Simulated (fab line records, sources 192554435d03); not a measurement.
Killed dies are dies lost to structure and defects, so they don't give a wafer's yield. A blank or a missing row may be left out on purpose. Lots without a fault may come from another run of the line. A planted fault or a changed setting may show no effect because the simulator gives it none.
Chamber matching | flow n5_finfet | N5_BEOL_M10_DEP_56 on pecvd-01: 3 sister chambers
The step deposits SiCN from 3MS/NH3, target thk 15 nm, time 26.5 s. 22 wafers are shown with their chamber, then 11 later ones without.

WAFERS WITH THEIR CHAMBER
wafer  | chamber | throttle_valve_pct (%) | showerhead_plenum_p_Torr (Torr)
L074.3 | 1       | 8.6                    | 3.670
L074.4 | 1       | 8.4                    | 3.672
L074.5 | 0       | 8.6                    | 3.660
L075.2 | 1       | 8.2                    | 3.665
L075.4 | 1       | 8.2                    | 3.669
L075.6 | 2       | 8.8                    | 3.658
L077.1 | 1       | 8.3                    | 3.667
L077.2 | 0       | 9.1                    | 3.659
L077.5 | 2       | 9.2                    | 3.665
L078.1 | 2       | 8.9                    | 3.672
L078.2 | 0       | 8.9                    | 3.653
L078.6 | 0       | 8.9                    | 3.661
L080.1 | 0       | 9.1                    | 3.666
L080.3 | 1       | 8.3                    | 3.661
L080.5 | 2       | 9.0                    | 3.666
L082.1 | 2       | 9.2                    | 3.674
L082.2 | 0       | 8.9                    | 3.660
L082.6 | 1       | 8.2                    | 3.660
L088.1 | 1       | 8.3                    | 3.662
L088.3 | 0       | 8.7                    | 3.659
L088.6 | 2       | 8.9                    | 3.665
L091.4 | 0       | 9.0                    | 3.666

SIGNATURES (means of the wafers above)
reading                  | chamber 0 | chamber 1 | chamber 2 | scatter within a chamber
throttle_valve_pct       | 8.900     | 8.312     | 9.000     | 0.16
showerhead_plenum_p_Torr | 3.66050   | 3.66575   | 3.66667   | 0.00473
Rule: a wafer's distance from a chamber is the root of the sum, over the readings, of the square of ((its reading less the chamber's mean) divided by the reading's scatter). The wafer belongs to the nearest chamber; if the next one is less than 2 further off, it can't be placed. The scatter: the root of (the sum of the squares of (reading less its chamber's mean) over the shown wafers, divided by (wafers less chambers)).

WAFERS WITHOUT THEIR CHAMBER
wafer  | throttle_valve_pct (%) | showerhead_plenum_p_Torr (Torr)
L091.5 | 8.4                    | 3.661
L091.6 | 9.2                    | 3.666
L093.3 | 8.6                    | 3.664
L093.5 | 8.5                    | 3.667
L093.6 | 9.3                    | 3.665
L097.1 | 9.0                    | 3.661
L097.2 | 9.6                    | 3.655
L097.6 | 8.4                    | 3.667
L096.3 | 9.1                    | 3.662
L096.5 | 8.8                    | 3.666
L096.6 | 8.3                    | 3.667

WHICH CHAMBER EACH WENT THROUGH
wafer  | from the rows above          | in truth
L091.5 | can't be placed: 1 or 0      | 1
L091.6 | can't be placed: 2 or 0      | 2
L093.3 | can't be placed: 1 or 0 or 2 | 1
L093.5 | can't be placed: 1 or 0 or 2 | 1
L093.6 | can't be placed: 2 or 0      | 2
L097.1 | can't be placed: 0 or 2      | 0
L097.2 | can't be placed: 2 or 0      | 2
L097.6 | 1                            | 1
L096.3 | can't be placed: 2 or 0      | 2
L096.5 | can't be placed: 2 or 0 or 1 | 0
L096.6 | 1                            | 1
Placed correctly: 2 of 11. Can't be placed from these rows: 9 (the true chamber is among the candidates in 9). Placed wrongly: 0.
